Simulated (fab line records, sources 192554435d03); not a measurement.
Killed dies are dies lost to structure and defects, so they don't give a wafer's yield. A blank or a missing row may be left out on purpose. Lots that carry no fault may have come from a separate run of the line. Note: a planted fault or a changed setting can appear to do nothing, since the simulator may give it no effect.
A single fault, viewed from 2 desks || flow n5 finfet || every desk sees just its own numbers, and what lay behind them comes last

FROM THE METROLOGY DESK
What the gauges read, lot by lot, whatever tool the lot ran on: means of the sampled wafers that have a number. Marked OUT: a lot whose mean sits more than 4 standard deviations from the usual mean, which makes it out of limits; the brackets give that distance.
Columns: A = M7_THK at N5_BEOL_M7_THK_MEAS_53, usual 81.1 nm; B = M7_RS at N5_BEOL_M7_RS_MEAS_57, usual 0.283 ohm/sq
{"lot": "L326", "first seen here": "day 9 18:28", "A": 79.6, "B": 0.289}
{"lot": "L335", "first seen here": "day 11 21:03", "A": 83.9, "B": 0.273}
{"lot": "L336", "first seen here": "day 12 06:55", "A": 82.0, "B": 0.282}
{"lot": "L337", "first seen here": "day 12 11:49", "A": 81.7, "B": 0.282}
{"lot": "L339", "first seen here": "day 13 07:54", "A": 82.2, "B": 0.282}
Result from this desk: across the 5 lots, nothing is out of limits.

FOR THE TOOL OWNER'S DESK: pecvd-02
The tool's own readings at N5_BEOL_M7_DEP_56 (deposits SiCN from 3MS/NH3, target thk 10 nm, time 17.5 s): means of the sampled wafers that have a number, for each lot that ran on this tool. Marked OUT: a lot whose mean sits more than 4 standard deviations from the usual mean, which makes it out of limits; the brackets give that distance.
Columns: A = showerhead plenum p Torr at N5_BEOL_M7_DEP_56, usual 3.657 Torr; B = throttle valve pct at N5_BEOL_M7_DEP_56, usual 9.0 %
{"lot": "L335", "first seen here": "day 11 21:07", "A": 3.650, "B": 8.9}
{"lot": "L337", "first seen here": "day 12 11:53", "A": 3.654, "B": 8.9}
Result from this desk: across the 2 lots, nothing is out of limits.

PUT TOGETHER
The metrology desk saw nothing out of limits.
Nothing out of limits was seen by the tool owner's desk.

WHAT THE SIMULATOR HAD PUT IN
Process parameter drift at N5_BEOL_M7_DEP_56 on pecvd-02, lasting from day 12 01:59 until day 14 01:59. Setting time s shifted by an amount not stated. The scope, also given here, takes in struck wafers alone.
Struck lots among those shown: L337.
